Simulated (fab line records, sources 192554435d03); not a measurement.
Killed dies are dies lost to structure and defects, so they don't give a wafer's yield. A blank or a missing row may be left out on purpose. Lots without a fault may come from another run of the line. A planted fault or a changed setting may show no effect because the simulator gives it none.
fab line records | flow n5_finfet
record lots=23 wafers=69 last_day=17
route steps=1938 shown HKMG_FIN@387
lots that met no fault: from a run of the same line without faults
start_h: hours from the record's first day to the start of the lot's first wafer shown | wait_h: hours since the lot's step before | " the same as in the row above | L1.1+2: a row that stands for several wafers | - no value, or no start given | * or withheld: withheld | < > ~ a bound
route shown NAME@n: a module of which the file shows steps, and the number in the route of the first | usual: mean/standard deviation of fault-free wafers | same: alike in all rows | chamber/n: place in a boat | sites: the reading at each site | _std_site: their standard deviation | _edge_site: outer sites' mean less inner sites' | radius_mm: how far each site lies from the wafer's centre | mask NAME#n: copy n | behind: the tool/chamber that last shaped the wafer | hold: why the lot was held/for how many hours/how that ended | device: the transistor (n, p or np) that didn't switch | end of line: the same wafers' tests at the end of the route | a step without rows: its recipe alone | killed: dies lost to structure and defects at the first sort, not the wafer's yield | map: a wafer's dies, x killed, . not, _ none there
set.NAME: the setting as run; set.NAME@STEP: as run at that earlier step | model.NAME: the simulator's own value behind a step, which no gauge read
steps of the route over a sample of lots; a table a step, a row a wafer
services: from which hour (start_h, from the record's first day; less than 0 if before it) a tool's chamber was out of use, for how many hours, and why
## steps
# step N5_HKMG_FIN_HK_ANNEAL_02
# recipe temp_c=700 time_s=30 ambient=N2 idle_temp_c=600 ramp_up_c_per_s=150 ramp_down_c_per_s=60 cool_to_c=600
# usual lamp_power_pct=8.79/0.054 wafer_temp_C_max=702.9/0.67
# columns lot.wafer tool chamber start_h wait_h lamp_power_pct wafer_temp_C_max
L074.2 rtp_anneal-01 0 73.96 0.1 8.83 704.1
L074.3 " 0 " " 8.79 702.6
L074.5 " 0 " " 8.72 702.5
L075.1 rtp_anneal-01 0 83.74 0.1 8.82 702.3
L075.4 " 0 " " 8.85 702.3
L075.5 " 0 " " 8.80 703.9
L076.2 rtp_anneal-01 0 85.47 0.1 8.79 704.0
L076.3 " 0 " " 8.70 702.7
L076.6 " 0 " " 8.83 702.0
L077.2 rtp_anneal-01 0 93.75 0.1 8.78 703.9
L077.5 " 0 " " 8.79 702.8
L077.6 " 0 " " 8.78 703.2
L078.2 rtp_anneal-02 0 96.79 0.1 8.81 703.7
L078.4 " 0 " " 8.78 702.6
L078.6 " 0 " " 8.80 703.4
L079.1 rtp_anneal-02 0 107.25 0.1 8.86 702.6
L079.2 " 0 " " 8.88 702.5
L079.5 " 0 " " 8.76 702.7
L080.3 rtp_anneal-01 0 109.69 0.2 8.80 702.0
L080.5 " 0 " " 8.75 703.0
L080.6 " 0 " " 8.88 703.4
L081.2 rtp_anneal-02 0 116.26 0.1 8.86 702.1
L081.3 " 0 " " 8.74 703.7
L081.6 " 0 " " 8.78 701.9
L082.1 rtp_anneal-01 0 117.74 0.1 8.77 702.8
L082.3 " 0 " " 8.74 703.6
L082.4 " 0 " " 8.88 702.4
L083.2 rtp_anneal-02 0 127.45 0.3 8.80 702.1
L083.3 " 0 " " 8.72 703.3
L083.4 " 0 " " 8.81 702.9
L084.4 rtp_anneal-02 0 133.33 0.4 8.76 702.4
L084.5 " 0 " " 8.81 702.3
L084.6 " 0 " " 8.77 701.8
L086.1 rtp_anneal-02 0 146.41 0.1 8.89 703.0
L086.3 " 0 " " 8.84 702.9
L086.6 " 0 " " 8.70 702.7
L087.3 rtp_anneal-01 0 148.24 0.3 8.83 703.6
L087.4 " 0 " " 8.80 703.5
L087.6 " 0 " " 8.83 703.1
L088.1 rtp_anneal-01 0 154.11 0.1 8.76 703.1
L088.5 " 0 " " 8.73 702.9
L088.6 " 0 " " 8.89 702.3
L089.2 rtp_anneal-02 0 161.52 0.1 8.86 703.9
L089.3 " 0 " " 8.73 704.6
L089.5 " 0 " " 8.76 702.5
L090.2 rtp_anneal-02 0 166.69 0.3 8.77 703.1
L090.5 " 0 " " 8.80 702.6
L090.6 " 0 " " 8.82 704.3
L091.1 rtp_anneal-02 0 172.40 0.1 8.66 702.4
L091.4 " 0 " " 8.68 703.1
L091.5 " 0 " " 8.84 703.2
L092.4 rtp_anneal-02 0 182.44 0.2 8.79 704.3
L092.5 " 0 " " 8.91 703.5
L092.6 " 0 " " 8.79 703.6
L093.1 rtp_anneal-01 0 185.06 0.1 8.79 702.8
L093.4 " 0 " " 8.78 703.5
L093.6 " 0 " " 8.80 702.4
L094.1 rtp_anneal-01 0 196.23 0.2 8.78 702.4
L094.4 " 0 " " 8.75 702.4
L094.6 " 0 " " 8.84 702.4
L095.3 rtp_anneal-01 0 202.41 0.2 8.79 702.7
L095.4 " 0 " " 8.78 702.1
L095.6 " 0 " " 8.81 702.2
L096.1 rtp_anneal-01 0 206.68 0.1 8.76 702.7
L096.2 " 0 " " 8.75 702.3
L096.3 " 0 " " 8.73 702.9
L097.2 rtp_anneal-01 0 210.12 0.1 8.76 702.9
L097.3 " 0 " " 8.80 703.2
L097.4 " 0 " " 8.81 702.2
# step N5_HKMG_FIN_ALD_74
# recipe material=La2O3 target_thk_a=5 temp_c=250 ald_precursor_family=La-Cp ald_co_reactant=O3 pulse_time_s=6 co_reactant_pulse_time_s=1 purge_time_s=3 co_reactant_purge_time_s=3
# usual heater_power_w=353/36 precursor_pulse_height_rel=1.002/0.019 susceptor_temp_C=250.01/0.17
# columns lot.wafer tool chamber start_h wait_h heater_power_w precursor_pulse_height_rel susceptor_temp_C
L074.2 ald_hk-02 3 74.14 0.2 305 1.018 249.96
L074.3 " 1 " " 330 0.986 249.86
L074.5 " 1 " " 325 1.021 250.15
L075.1 ald_hk-03 1 83.96 0.2 401 1.014 250.11
L075.4 " 2 " " 403 1.029 250.16
L075.5 " 0 " " 372 0.982 250.04
L076.2 ald_hk-01 0 85.66 0.2 327 0.995 249.96
L076.3 " 1 " " 364 1.016 249.98
L076.6 " 2 " " 407 0.992 249.81
L077.2 ald_hk-03 1 93.95 0.2 410 0.993 249.88
L077.5 " 3 " " 394 0.996 249.98
L077.6 " 0 " " 389 0.986 249.97
L078.2 ald_hk-01 2 96.98 0.2 391 1.007 249.76
L078.4 " 3 " " 309 0.970 249.89
L078.6 " 3 " " 316 1.020 249.97
L079.1 ald_hk-03 2 107.46 0.2 388 1.019 250.01
L079.2 " 0 " " 374 0.989 249.78
L079.5 " 3 " " 390 1.005 249.92
L080.3 ald_hk-01 1 109.86 0.1 363 0.988 250.14
L080.5 " 2 " " 397 1.043 250.19
L080.6 " 3 " " 310 1.021 250.04
L081.2 ald_hk-02 0 116.44 0.2 331 0.994 249.98
L081.3 " 1 " " 327 0.966 250.03
L081.6 " 0 " " 332 1.012 249.92
L082.1 ald_hk-02 0 117.96 0.2 335 0.987 250.26
L082.3 " 1 " " 319 1.009 250.12
L082.4 " 2 " " 352 1.006 249.97
L083.2 ald_hk-02 3 127.63 0.2 299 1.015 249.83
L083.3 " 0 " " 326 1.027 250.05
L083.4 " 2 " " 335 0.992 250.14
L084.4 ald_hk-03 0 133.45 0.1 377 1.012 250.13
L084.5 " 1 " " 403 1.038 249.87
L084.6 " 2 " " 407 0.985 250.32
L086.1 ald_hk-01 2 146.63 0.2 406 1.029 250.30
L086.3 " 0 " " 335 1.020 250.35
L086.6 " 0 " " 342 1.009 250.28
L087.3 ald_hk-02 3 148.41 0.1 292 1.014 250.11
L087.4 " 0 " " 325 1.017 249.88
L087.6 " 3 " " 294 0.990 249.81
L088.1 ald_hk-02 1 154.32 0.2 327 1.036 250.01
L088.5 " 3 " " 307 0.993 250.06
L088.6 " 0 " " 327 1.005 250.02
L089.2 ald_hk-03 0 161.70 0.2 373 0.980 250.11
L089.3 " 1 " " 415 0.992 249.80
L089.5 " 2 " " 401 0.995 249.84
L090.2 ald_hk-02 0 166.88 0.2 336 1.008 249.64
L090.5 " 1 " " 324 1.021 249.66
L090.6 " 0 " " 330 0.981 250.07
L091.1 ald_hk-01 1 172.62 0.2 369 1.032 250.33
L091.4 " 0 " " 337 1.015 249.70
L091.5 " 2 " " 395 0.972 250.09
L092.4 ald_hk-02 3 182.58 0.1 288 1.002 249.93
L092.5 " 3 " " 300 1.017 249.88
L092.6 " 0 " " 338 1.024 249.92
L093.1 ald_hk-01 2 185.28 0.2 402 1.000 250.19
L093.4 " 0 " " 339 0.979 250.28
L093.6 " 3 " " 318 0.979 250.08
L094.1 ald_hk-01 0 196.45 0.2 333 0.982 250.13
L094.4 " 3 " " 310 0.993 249.83
L094.6 " 1 " " 364 1.011 249.77
L095.3 ald_hk-01 0 202.57 0.1 346 0.970 250.08
L095.4 " 3 " " 304 1.026 250.08
L095.6 " 2 " " 399 0.987 250.04
L096.1 ald_hk-01 2 206.89 0.2 396 0.982 250.35
L096.2 " 0 " " 327 1.020 250.02
L096.3 " 3 " " 314 1.002 250.07
L097.2 ald_hk-01 1 210.30 0.2 379 0.963 250.27
L097.3 " 0 " " 339 1.014 249.96
L097.4 " 3 " " 317 1.002 250.11
# step N5_HKMG_FIN_ETCH_58
# recipe chemistry=N2/H2 target=SOC target_depth_a=2158 ion_energy_ev=50 bias_w=13 time_s=741 pressure_mtorr=30 source_w=875 n2_flow_sccm=200 h2_flow_sccm=200
# usual drypump_motor_current_A=5.6/0.37 oes_product_au=0.75/0.073 rf_vpp_V=99.0/0.96 showerhead_plenum_p_Torr=2.55/0.097 throttle_valve_pct=17.89/0.22
# columns lot.wafer tool chamber start_h wait_h drypump_motor_current_A oes_product_au rf_hours_counter_h rf_vpp_V showerhead_plenum_p_Torr throttle_valve_pct
L074.2 rie_diel-04 0 75.36 0.0 5.8 0.74 171 96.8 2.42 17.98
L074.3 " 1 " " 5.6 0.69 217 97.6 2.42 18.02
L074.5 " 0 " " 5.8 0.75 - 98.2 2.42 17.98
L075.1 rie_diel-03 3 84.92 0.0 5.8 0.76 161 100.3 2.53 17.85
L075.4 " 1 " " 5.2 0.66 247 98.7 2.59 17.82
L075.5 " 2 " " 4.7 0.69 - 99.0 2.63 17.72
L076.2 rie_diel-03 0 86.59 0.0 5.9 0.69 225 98.0 2.50 18.27
L076.3 " 1 " " 5.2 0.65 247 99.9 2.59 17.83
L076.6 " 1 " " 5.2 0.66 - 99.9 2.59 17.83
L077.2 rie_diel-04 0 95.03 0.0 5.7 0.74 178 98.4 2.42 17.99
L077.5 " 2 " " 5.9 0.71 - 98.5 2.62 17.73
L077.6 " 1 " " 5.6 0.69 - 98.6 2.41 18.04
L078.2 rie_diel-04 2 97.94 0.0 5.9 0.69 221 99.4 2.62 17.73
L078.4 " 1 " " 5.6 0.69 226 99.1 2.41 18.04
L078.6 " 1 " " 5.6 0.69 - 98.5 2.41 18.03
L079.1 rie_diel-04 1 108.34 0.0 5.6 0.70 230 97.1 2.41 18.05
L079.2 " 2 " " 5.9 0.69 225 99.0 2.62 17.72
L079.5 " 2 " " 6.0 0.69 - 99.0 2.62 17.73
L080.3 rie_diel-04 2 110.79 0.0 5.9 0.69 226 98.9 2.62 17.75
L080.5 " 0 " " 5.8 0.74 - 99.1 2.41 18.00
L080.6 " 1 " " 5.6 0.69 - 97.4 2.41 18.05
L081.2 rie_diel-05 1 117.65 0.0 5.1 0.77 137 100.2 2.67 18.01
L081.3 " 3 " " 5.6 0.75 159 99.0 2.43 17.78
L081.6 " 3 " " 5.6 0.74 - 98.7 2.43 17.78
L082.1 rie_diel-05 0 118.99 0.0 5.8 0.73 151 100.7 2.64 18.15
L082.3 " 3 " " 5.6 0.75 160 99.4 2.43 17.79
L082.4 " 1 " " 5.2 0.78 - 99.1 2.67 18.00
L083.2 rie_diel-05 3 128.75 0.0 5.6 0.74 165 98.7 2.42 17.79
L083.3 " 2 " " 5.8 0.89 32 98.6 2.62 17.65
L083.4 " 0 " " 5.8 0.73 156 100.4 2.64 18.15
L084.4 rie_diel-04 0 134.73 0.0 5.7 0.73 194 99.5 2.41 18.01
L084.5 " 1 " " 5.6 0.69 - 96.2 2.41 18.07
L084.6 " 2 " " 5.9 0.69 - 99.0 2.61 17.73
L086.1 rie_diel-05 3 147.56 0.0 5.6 0.75 173 98.1 2.42 17.79
L086.3 " 2 " " 5.8 0.89 40 99.3 2.61 17.67
L086.6 " 3 " " 5.6 0.75 - 99.7 2.42 17.80
L087.3 rie_diel-03 3 149.71 0.0 5.8 0.75 184 100.0 2.52 17.88
L087.4 " 1 " " 5.2 0.89 13 99.8 2.58 17.41
L087.6 " 3 " " 5.8 0.75 - 99.1 2.52 17.87
L088.1 rie_diel-03 0 155.13 0.0 5.9 0.68 250 98.1 2.49 18.30
L088.5 " 2 " " 4.8 0.67 - 97.6 2.62 17.76
L088.6 " 1 " " 5.2 0.89 - 99.1 2.58 17.40
L089.2 rie_diel-05 0 162.63 0.0 5.8 0.71 170 99.3 2.64 18.17
L089.3 " 2 " " 5.8 0.87 46 97.6 2.61 17.67
L089.5 " 2 " " 5.8 0.87 - 100.5 2.61 17.66
L090.2 rie_diel-03 3 167.82 0.0 5.8 0.74 191 99.0 2.52 17.89
L090.5 " 3 " " 5.8 0.74 - 97.4 2.52 17.91
L090.6 " 1 " " 5.2 0.87 - 99.2 2.58 17.41
L091.1 rie_diel-04 0 173.43 0.0 5.7 0.71 209 98.0 2.40 18.05
L091.4 " 3 " " 6.4 0.87 - 100.4 2.71 17.78
L091.5 " 0 " " 5.7 0.72 - 98.8 2.40 18.05
L092.4 rie_diel-04 2 183.80 0.2 6.0 0.67 - 98.9 2.61 17.78
L092.5 " 0 " " 5.7 0.71 - 97.7 2.40 18.05
L092.6 " 3 " " 6.4 0.87 - 101.3 2.70 17.79
L093.1 rie_diel-05 0 186.21 0.0 5.8 0.71 179 99.4 2.63 18.20
L093.4 " 1 " " 5.2 0.75 161 99.6 2.66 18.03
L093.6 " 3 " " 5.6 0.72 - 97.1 2.41 17.82
L094.1 rie_diel-05 1 197.25 0.0 5.2 0.75 165 98.5 2.65 18.04
L094.4 " 3 " " 5.6 0.73 191 98.7 2.41 17.83
L094.6 " 1 " " 5.2 0.75 - 98.9 2.65 18.04
L095.3 rie_diel-03 1 203.50 0.0 5.2 0.84 34 99.9 2.57 17.45
L095.4 " 3 " " 5.8 0.72 - 99.3 2.51 17.90
L095.6 " 1 " " 5.2 0.84 - 99.8 2.57 17.45
L096.1 rie_diel-03 3 207.82 0.0 5.8 0.72 207 98.6 2.51 17.94
L096.2 " 1 " " 5.2 0.84 36 99.6 2.57 17.44
L096.3 " 0 " " 5.9 0.93 13 98.5 2.48 17.76
L097.2 rie_diel-05 2 211.82 0.0 5.8 0.86 61 99.9 2.60 17.70
L097.3 " 0 " " 5.8 0.71 190 98.8 2.63 18.22
L097.4 " 3 " " 5.6 0.72 196 96.9 2.41 17.84
# step N5_HKMG_FIN_INSPECT_14
# recipe mode=adi inspect_instrument=macro
# usual raw_defect_count=2.0/1.5
# columns lot.wafer tool chamber start_h wait_h raw_defect_count
L074.2 defect_inspect-02 - 78.40 0.0 4
L074.3 " - " " 3
L074.5 " - " " 3
L075.1 defect_inspect-02 - 87.96 0.0 4
L075.4 " - " " 4
L075.5 " - " " 3
L076.2 defect_inspect-01 - 89.68 0.0 3
L076.3 " - " " 0
L076.6 " - " " 1
L077.2 defect_inspect-01 - 98.08 0.0 1
L077.5 " - " " 1
L077.6 " - " " 5
L078.2 defect_inspect-02 - 101.12 0.0 2
L078.4 " - " " 3
L078.6 " - " " 4
L079.1 defect_inspect-02 - 111.37 0.0 4
L079.2 " - " " 2
L079.5 " - " " 3
L080.3 defect_inspect-01 - 113.82 0.0 2
L080.5 " - " " 3
L080.6 " - " " 0
L081.2 defect_inspect-02 - 120.64 0.0 1
L081.3 " - " " 2
L081.6 " - " " 1
L082.1 defect_inspect-02 - 122.03 0.0 0
L082.3 " - " " 2
L082.4 " - " " 4
L083.2 defect_inspect-01 - 131.68 0.0 2
L083.3 " - " " 0
L083.4 " - " " 3
L084.4 defect_inspect-02 - 137.78 0.0 0
L084.5 " - " " 2
L084.6 " - " " 3
L086.1 defect_inspect-01 - 150.59 0.0 1
L086.3 " - " " 3
L086.6 " - " " 2
L087.3 defect_inspect-02 - 152.82 0.0 4
L087.4 " - " " 2
L087.6 " - " " 1
L088.1 defect_inspect-02 - 158.23 0.0 2
L088.5 " - " " 2
L088.6 " - " " 2
L089.2 defect_inspect-02 - 165.67 0.0 1
L089.3 " - " " 1
L089.5 " - " " 0
L090.2 defect_inspect-02 - 170.91 0.0 0
L090.5 " - " " 2
L090.6 " - " " 4
L091.1 defect_inspect-02 - 176.49 0.0 2
L091.4 " - " " 2
L091.5 " - " " 1
L092.4 defect_inspect-02 - 186.66 0.0 4
L092.5 " - " " 6
L092.6 " - " " 3
L093.1 defect_inspect-02 - 189.41 0.0 0
L093.4 " - " " 2
L093.6 " - " " 2
L094.1 defect_inspect-01 - 200.16 0.0 1
L094.4 " - " " 2
L094.6 " - " " 1
L095.3 defect_inspect-02 - 206.64 0.0 5
L095.4 " - " " 3
L095.6 " - " " 2
L096.1 defect_inspect-02 - 210.86 0.0 2
L096.2 " - " " 3
L096.3 " - " " 1
L097.2 defect_inspect-01 - 214.86 0.0 1
L097.3 " - " " 3
L097.4 " - " " 2
# step N5_HKMG_FIN_DESCUM_17
# recipe chemistry=O2 time_s=7.9 source_power_w=50 bias_power_w=20 pressure_mtorr=20 rf_frequency_hz=2.712e+07 temp_c=40 resist=CAR-ArF o2_flow_sccm=225
# usual drypump_motor_current_A=5.7/0.35 o2_flow_sccm=225.0/0.7 oes_product_au=0.78/0.09 rf_vpp_V=243.4/1.5 showerhead_plenum_p_Torr=2.10/0.082 throttle_valve_pct=20.46/0.28
# columns lot.wafer tool chamber start_h wait_h drypump_motor_current_A o2_flow_sccm oes_product_au rf_hours_counter_h rf_vpp_V showerhead_plenum_p_Torr throttle_valve_pct
L074.2 rie_diel-03 3 78.47 0.1 5.8 225.0 0.73 159 243.9 2.07 20.37
L074.3 " 0 " " 5.9 224.2 0.70 222 244.0 2.07 21.02
L074.5 " 0 " " 5.9 224.1 0.69 - 243.2 2.07 21.01
L075.1 rie_diel-04 2 88.00 0.0 5.9 224.6 0.71 216 244.1 2.12 20.04
L075.4 " 1 " " 5.6 224.0 0.68 223 240.1 1.98 20.60
L075.5 " 2 " " 5.9 224.7 0.71 - 243.3 2.12 20.03
L076.2 rie_diel-05 3 89.71 0.0 5.5 225.4 0.76 148 242.0 1.99 20.25
L076.3 " 0 " " 5.7 225.4 0.74 141 243.2 2.19 20.83
L076.6 " 1 " " 5.2 225.1 0.80 - 245.2 2.18 20.56
L077.2 rie_diel-03 3 98.18 0.1 5.8 224.6 0.72 166 241.0 2.07 20.39
L077.5 " 3 " " 5.8 224.7 0.72 - 243.6 2.07 20.40
L077.6 " 0 " " 5.9 225.4 0.69 - 243.7 2.07 21.01
L078.2 rie_diel-05 2 101.70 0.6 5.8 225.5 0.90 24 243.8 2.13 20.01
L078.4 " 1 " " 5.2 224.7 0.80 132 245.1 2.18 20.56
L078.6 " 2 " " 5.8 225.5 0.90 - 243.6 2.13 20.04
L079.1 rie_diel-04 1 111.63 0.3 5.6 226.1 0.68 232 241.4 1.98 20.63
L079.2 " 2 " " 5.9 224.6 0.69 227 243.6 2.11 20.05
L079.5 " 1 " " 5.6 225.2 0.69 - 240.0 1.98 20.62
L080.3 rie_diel-05 0 113.85 0.0 5.8 225.7 0.74 148 243.5 2.19 20.86
L080.5 " 3 " " 5.5 224.8 0.76 - 241.9 1.99 20.27
L080.6 " 2 " " 5.8 224.7 0.89 - 243.9 2.13 20.03
L081.2 rie_diel-05 1 120.67 0.0 5.1 224.5 0.79 139 245.7 2.18 20.58
L081.3 " 3 " " 5.6 225.2 0.75 161 241.2 1.99 20.28
L081.6 " 3 " " 5.6 224.9 0.76 - 243.5 1.99 20.27
L082.1 rie_diel-04 2 122.07 0.0 5.9 225.2 0.69 232 245.0 2.11 20.05
L082.3 " 0 " " 5.7 224.7 0.74 190 240.3 2.00 20.72
L082.4 " 1 " " 5.6 224.1 0.69 237 241.6 1.98 20.63
L083.2 rie_diel-05 2 131.71 0.0 5.8 224.0 0.88 32 243.7 2.13 20.03
L083.3 " 3 " " 5.5 225.6 0.75 166 241.3 1.99 20.29
L083.4 " 0 " " 5.8 225.5 0.73 157 245.4 2.19 20.87
L084.4 rie_diel-05 2 137.83 0.1 5.8 225.9 0.87 - 243.2 2.13 20.03
L084.5 " 3 " " 5.5 224.8 0.75 - 240.6 1.98 20.28
L084.6 " 0 " " 5.8 224.1 0.73 - 244.7 2.18 20.86
L086.1 rie_diel-04 3 150.63 0.0 6.4 224.1 0.93 10 245.1 2.23 20.29
L086.3 " 2 " " 5.9 225.2 0.69 238 243.9 2.11 20.08
L086.6 " 2 " " 5.9 225.8 0.70 - 243.3 2.11 20.07
L087.3 rie_diel-05 0 152.85 0.0 5.8 225.0 0.72 166 245.0 2.18 20.88
L087.4 " 3 " " 5.6 226.1 0.74 175 242.7 1.98 20.32
L087.6 " 3 " " 5.6 225.3 0.75 - 242.2 1.98 20.29
L088.1 rie_diel-05 1 158.27 0.0 5.2 224.9 0.79 150 245.0 2.18 20.58
L088.5 " 1 " " 5.2 224.7 0.78 - 244.8 2.18 20.60
L088.6 " 0 " " 5.8 224.7 0.73 - 245.0 2.18 20.88
L089.2 rie_diel-04 0 165.71 0.0 5.7 225.7 0.73 206 242.8 2.00 20.75
L089.3 " 2 " " 5.9 225.2 0.69 244 243.9 2.11 20.08
L089.5 " 3 " " 6.4 224.9 0.93 - 246.1 2.23 20.30
L090.2 rie_diel-04 0 170.94 0.0 5.7 223.7 0.73 208 242.2 2.00 20.74
L090.5 " 0 " " 5.7 224.1 0.73 - 241.6 2.00 20.75
L090.6 " 3 " " 6.4 224.2 0.93 - 244.5 2.23 20.31
L091.1 rie_diel-03 0 176.95 0.5 5.9 225.6 1.00 0 244.1 2.06 20.46
L091.4 " 0 " " 5.9 224.2 0.99 - 242.0 2.06 20.48
L091.5 " 3 " " 5.8 225.5 0.70 - 242.5 2.06 20.43
L092.4 rie_diel-03 1 186.79 0.1 5.2 225.0 0.88 - 244.9 2.17 20.44
L092.5 " 3 " " 5.8 224.4 0.70 - 243.5 2.05 20.43
L092.6 " 0 " " 5.9 226.0 0.97 - 242.6 2.06 20.48
L093.1 rie_diel-03 3 189.47 0.1 5.8 225.3 0.69 200 243.7 2.05 20.44
L093.4 " 1 " " 5.2 223.8 0.88 - 243.5 2.17 20.44
L093.6 " 3 " " 5.8 226.5 0.70 - 244.0 2.05 20.44
L094.1 rie_diel-05 2 200.20 0.0 5.8 224.1 0.84 57 242.5 2.12 20.07
L094.4 " 3 " " 5.6 223.8 0.72 192 242.4 1.98 20.33
L094.6 " 2 " " 5.8 225.3 0.83 - 243.1 2.12 20.08
L095.3 rie_diel-05 3 206.83 0.2 5.6 224.6 0.73 194 241.4 1.98 20.32
L095.4 " 1 " " 5.2 225.1 0.76 168 245.9 2.17 20.62
L095.6 " 1 " " 5.2 224.2 0.76 - 246.1 2.17 20.62
L096.1 rie_diel-03 3 211.49 0.6 5.8 224.3 0.68 209 242.8 2.05 20.45
L096.2 " 1 " " 5.2 225.3 0.87 38 243.2 2.17 20.44
L096.3 " 0 " " 5.9 226.8 0.93 15 243.8 2.06 20.47
L097.2 rie_diel-05 0 214.89 0.0 5.8 225.0 0.70 191 245.3 2.17 20.90
L097.3 " 2 " " 5.8 224.5 0.82 62 243.6 2.12 20.08
L097.4 " 1 " " 5.2 225.5 0.76 172 244.6 2.17 20.62
# step N5_HKMG_FIN_STRIP_34
# recipe chemistry=CF4 resist=SiARC power_w=300 bias_power_w=75 pressure_mtorr=50 cf4_flow_sccm=150 rf_frequency_hz=6e+07
# usual drypump_motor_current_A=5.7/0.35 oes_product_au=0.77/0.083 rf_vpp_V=271.3/1.6 showerhead_plenum_p_Torr=1.81/0.069 throttle_valve_pct=13.68/0.26
# columns lot.wafer tool chamber start_h wait_h drypump_motor_current_A oes_product_au rf_hours_counter_h rf_vpp_V showerhead_plenum_p_Torr throttle_valve_pct
L074.2 rie_diel-03 3 78.75 0.0 5.8 0.72 159 271.6 1.80 13.78
L074.3 " 0 " " 5.9 0.69 222 271.0 1.79 14.17
L074.5 " 0 " " 5.9 0.69 - 270.5 1.79 14.13
L075.1 rie_diel-04 2 88.28 0.0 5.9 0.71 217 271.4 1.86 13.72
L075.4 " 1 " " 5.6 0.68 223 268.5 1.69 13.78
L075.5 " 2 " " 5.9 0.70 - 272.7 1.86 13.73
L076.2 rie_diel-05 3 89.99 0.0 5.5 0.75 148 269.8 1.72 13.58
L076.3 " 0 " " 5.8 0.74 141 273.1 1.88 14.00
L076.6 " 1 " " 5.2 0.80 - 272.8 1.87 13.72
L077.2 rie_diel-03 3 98.46 0.0 5.8 0.72 167 270.7 1.79 13.78
L077.5 " 3 " " 5.8 0.72 - 269.5 1.79 13.80
L077.6 " 0 " " 5.9 0.68 - 270.4 1.79 14.18
L078.2 rie_diel-05 2 101.98 0.0 5.8 0.89 24 272.4 1.85 13.30
L078.4 " 1 " " 5.2 0.79 132 273.3 1.87 13.71
L078.6 " 2 " " 5.8 0.89 - 272.6 1.85 13.28
L079.1 rie_diel-04 1 111.91 0.0 5.6 0.68 232 268.4 1.69 13.79
L079.2 " 2 " " 6.0 0.70 227 270.6 1.86 13.71
L079.5 " 1 " " 5.6 0.67 - 269.4 1.69 13.78
L080.3 rie_diel-05 0 114.13 0.0 5.8 0.74 148 272.7 1.88 14.02
L080.5 " 3 " " 5.5 0.75 - 271.4 1.72 13.59
L080.6 " 2 " " 5.8 0.88 - 272.8 1.85 13.31
L081.2 rie_diel-05 1 120.95 0.0 5.2 0.78 139 271.7 1.87 13.73
L081.3 " 3 " " 5.6 0.74 161 269.5 1.72 13.59
L081.6 " 3 " " 5.6 0.75 - 269.5 1.71 13.60
L082.1 rie_diel-04 2 122.35 0.0 5.9 0.69 232 271.3 1.86 13.76
L082.3 " 0 " " 5.7 0.73 190 269.9 1.70 13.80
L082.4 " 1 " " 5.6 0.67 237 269.0 1.69 13.79
L083.2 rie_diel-05 2 132.00 0.0 5.8 0.87 33 271.6 1.85 13.33
L083.3 " 3 " " 5.5 0.75 166 271.0 1.71 13.62
L083.4 " 0 " " 5.8 0.74 157 271.9 1.88 14.05
L084.4 rie_diel-05 2 138.11 0.0 5.8 0.86 - 271.2 1.84 13.30
L084.5 " 3 " " 5.5 0.75 - 269.7 1.71 13.61
L084.6 " 0 " " 5.8 0.73 - 273.0 1.88 14.06
L086.1 rie_diel-04 3 150.91 0.0 6.4 0.91 10 273.9 1.88 13.27
L086.3 " 2 " " 5.9 0.69 238 272.0 1.85 13.76
L086.6 " 2 " " 5.9 0.69 - 271.9 1.85 13.77
L087.3 rie_diel-05 0 153.13 0.0 5.8 0.73 167 273.8 1.88 14.06
L087.4 " 3 " " 5.6 0.74 175 269.5 1.71 13.65
L087.6 " 3 " " 5.5 0.74 - 268.9 1.71 13.63
L088.1 rie_diel-05 1 158.55 0.0 5.2 0.78 150 273.0 1.86 13.77
L088.5 " 1 " " 5.2 0.78 - 272.4 1.86 13.77
L088.6 " 0 " " 5.8 0.72 - 273.3 1.88 14.09
L089.2 rie_diel-04 0 165.99 0.0 5.7 0.72 206 269.4 1.69 13.87
L089.3 " 2 " " 5.9 0.69 245 271.6 1.85 13.78
L089.5 " 3 " " 6.4 0.89 - 274.6 1.88 13.28
L090.2 rie_diel-04 0 171.22 0.0 5.7 0.72 208 269.8 1.69 13.85
L090.5 " 0 " " 5.7 0.72 - 268.0 1.69 13.84
L090.6 " 3 " " 6.4 0.90 - 272.9 1.88 13.30
L091.1 rie_diel-03 0 177.23 0.0 5.9 0.97 1 270.0 1.78 13.61
L091.4 " 0 " " 5.9 0.98 - 269.4 1.78 13.60
L091.5 " 3 " " 5.8 0.71 - 270.0 1.79 13.86
L092.4 rie_diel-03 1 187.07 0.0 5.2 0.86 - 270.7 1.82 13.22
L092.5 " 3 " " 5.8 0.70 - 270.8 1.78 13.87
L092.6 " 0 " " 5.9 0.94 - 271.0 1.78 13.60
L093.1 rie_diel-03 3 189.75 0.0 5.8 0.70 200 273.0 1.78 13.86
L093.4 " 1 " " 5.2 0.87 - 270.2 1.82 13.22
L093.6 " 3 " " 5.8 0.70 - 271.7 1.78 13.87
L094.1 rie_diel-05 2 200.48 0.0 5.8 0.83 57 272.5 1.84 13.37
L094.4 " 3 " " 5.5 0.73 192 268.9 1.71 13.68
L094.6 " 2 " " 5.8 0.84 - 273.8 1.84 13.36
L095.3 rie_diel-05 3 207.11 0.0 5.6 0.73 194 269.8 1.71 13.68
L095.4 " 1 " " 5.2 0.76 169 271.8 1.86 13.80
L095.6 " 1 " " 5.2 0.77 - 272.6 1.86 13.80
L096.1 rie_diel-03 3 211.77 0.0 5.8 0.69 209 270.9 1.78 13.89
L096.2 " 1 " " 5.2 0.85 38 272.1 1.82 13.26
L096.3 " 0 " " 5.9 0.91 15 270.9 1.78 13.65
L097.2 rie_diel-05 0 215.17 0.0 5.8 0.71 191 273.6 1.87 14.14
L097.3 " 2 " " 5.8 0.82 63 271.8 1.84 13.35
L097.4 " 1 " " 5.2 0.76 172 271.4 1.86 13.81
## services
# columns tool chamber start_h hours kind
rie_diel-05 - 54.51 0.4 repair
ald_hk-02 - 60.73 8.7 pm
rie_diel-04 3 69.09 8.9 repair
ald_hk-02 - 85.63 1.0 repair
rie_diel-03 1 92.62 - clean
rie_diel-04 3 102.86 - clean
rie_diel-04 3 102.86 - consumable_replace:focus_ring
rie_diel-04 3 102.86 - consumable_replace:showerhead
rie_diel-04 3 102.86 18.0 scheduled_down
rie_diel-04 3 102.86 18.0 vent_cycle
rie_diel-04 2 135.25 10.1 repair
rie_diel-04 - 138.03 2.8 pm
ald_hk-01 - 150.87 14.6 pm
rie_diel-04 1 159.48 5.8 repair
rie_diel-04 1 165.39 - clean
rie_diel-04 1 165.39 - consumable_replace:focus_ring
rie_diel-04 1 165.39 - consumable_replace:showerhead
rie_diel-04 1 165.39 25.7 scheduled_down
rie_diel-04 1 165.39 25.7 vent_cycle
rie_diel-05 2 191.10 5.3 repair
rie_diel-04 2 208.21 - clean
rie_diel-04 2 208.21 - consumable_replace:focus_ring
rie_diel-04 2 208.21 14.9 scheduled_down
rie_diel-04 2 208.21 14.9 vent_cycle
## key
fault none
